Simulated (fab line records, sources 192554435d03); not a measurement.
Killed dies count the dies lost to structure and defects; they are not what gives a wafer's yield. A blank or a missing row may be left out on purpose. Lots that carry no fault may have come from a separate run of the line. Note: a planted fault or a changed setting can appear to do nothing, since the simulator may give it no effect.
Split-lot experiment | flow n5 finfet | 7 lots, 39 wafers read, on a route of 1938 steps

SPLIT DETAILS
At N5_DUMMY_GATE_ETCH_42 (etches SiO2 in CHF3/O2, target depth 3.5 nm, time 31 s), the setting bias w was moved away from the recipe's 12 W on 12 of the 39 wafers read, by -11.0% to +17.9%. For the rest of the wafers, this setting stayed at what the recipe calls for.

The reading is taken at the split's own step.

THE READING
rf vpp V, in V, at N5_DUMMY_GATE_ETCH_42 (etches SiO2 in CHF3/O2, target depth 3.5 nm, time 31 s). A value of 42.7 V with a standard deviation of 1 V is what fault-free wafers of this fab line usually give.

wafer  | tool, chamber at the split | bias w as run, W | against the recipe | rf vpp V, V | against lot-mates on the recipe
L078.1 | rie diel-03, 3             | 12.84            | +7.0%              | 44.4        | +2.0
L078.2 | rie diel-03, 2             | 12               | recipe             | 42.5        | -
L078.3 | rie diel-03, 0             | 12               | recipe             | 43.1        | -
L078.4 | rie diel-03, 1             | 12.84            | +7.0%              | 43.6        | +1.2
L078.5 | rie diel-03, 0             | 12               | recipe             | 41.6        | -
L078.6 | rie diel-03, 3             | 12.84            | +7.0%              | 46.0        | +3.6
L080.1 | rie diel-06, 3             | 12               | recipe             | 44.0        | -
L080.2 | rie diel-06, 0             | 12               | recipe             | 43.0        | -
L080.3 | rie diel-06, 1             | 12               | recipe             | 42.4        | -
L080.4 | rie diel-06, 2             | 12               | recipe             | 41.3        | -
L080.5 | rie diel-06, 3             | 12               | recipe             | 43.3        | -
L080.6 | rie diel-06, 2             | 12               | recipe             | 42.4        | -
L081.1 | rie diel-06, 3             | 12               | recipe             | 43.2        | -
L081.2 | rie diel-06, 1             | 12               | recipe             | 41.1        | -
L081.3 | rie diel-06, 0             | 12               | recipe             | 43.2        | -
L081.4 | rie diel-06, 2             | 12               | recipe             | 41.5        | -
L081.5 | rie diel-06, 1             | 12               | recipe             | 42.9        | -
L081.6 | rie diel-06, 2             | 12               | recipe             | 42.5        | -
L082.1 | rie diel-03, 0             | 12               | recipe             | 40.6        | -
L082.2 | rie diel-03, 2             | 12               | recipe             | 41.5        | -
L082.3 | rie diel-03, 1             | 14.15            | +17.9%             | 47.0        | +5.8
L082.4 | rie diel-03, 3             | 14.15            | +17.9%             | 49.1        | +7.9
L082.5 | rie diel-03, 3             | 14.15            | +17.9%             | 48.2        | +7.0
L082.6 | rie diel-03, 0             | 12               | recipe             | 41.4        | -
L083.1 | rie diel-03, 3             | 12               | recipe             | 43.6        | -
L083.2 | rie diel-03, 1             | 12               | recipe             | 42.8        | -
L083.3 | rie diel-03, 0             | 12.83            | +6.9%              | 44.1        | +1.1
L083.4 | rie diel-03, 2             | 12.83            | +6.9%              | 43.8        | +0.8
L083.5 | rie diel-03, 1             | 12.83            | +6.9%              | 43.9        | +0.9
L083.6 | rie diel-03, 0             | 12               | recipe             | 42.6        | -
L089.1 | rie diel-05, 1             | 12               | recipe             | 42.3        | -
L089.2 | rie diel-05, 0             | 12               | recipe             | 40.8        | -
L089.4 | rie diel-05, 2             | 12               | recipe             | 41.8        | -
L094.1 | rie diel-03, 0             | 10.68            | -11.0%             | 37.5        | -6.1
L094.2 | rie diel-03, 1             | 12               | recipe             | 44.2        | -
L094.3 | rie diel-03, 3             | 12               | recipe             | 43.7        | -
L094.4 | rie diel-03, 2             | 10.68            | -11.0%             | 37.7        | -5.9
L094.5 | rie diel-03, 2             | 12               | recipe             | 43.0        | -
L094.6 | rie diel-03, 3             | 10.68            | -11.0%             | 39.3        | -4.3

FIT RESULTS
A straight line over all 39 wafers: rf vpp V changes by +0.328 V for each +1% of bias w; r = +0.91; the points scatter about the line by 0.97 V.
The same after taking each lot's own level away (the mean of its wafers on the recipe; 39 wafers): +0.394 V for each +1%; r = +0.94; scatter 0.91 V.
The reading moves by 7.1 V for the largest change in bias w, on that fit.
Measured against the standard deviation above, the lots' own levels, which go from 41.17 to 43.63 V, span 2.5 times it.
Thus the slope moves with the lot-to-lot level: the two fits are different.
Check: with one of the wafers moved furthest among these (+17.9%) left out of the fit, the line predicts +7.03 V for it against its lot-mates. Against them it came out at +5.83 V.
Tool readings at the split's step, against how far the setting was moved: rf vpp V r = +0.91.

THE OTHER SPLITS THESE WAFERS WENT THROUGH
Note: prior to the reading, these wafers also went through further splits. Each is held against what the fit with the lots' levels taken away leaves over:
other split on the same wafers       | wafers away from the commonest value | r with rf vpp V (lot level and that fit taken away)
N5_DUMMY_GATE_ETCH_31 target depth a | 12                                   | +0.17

THE FILE'S OWN FIT
rf vpp V changes by +0.382 V for each +1% of bias w, r = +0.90.
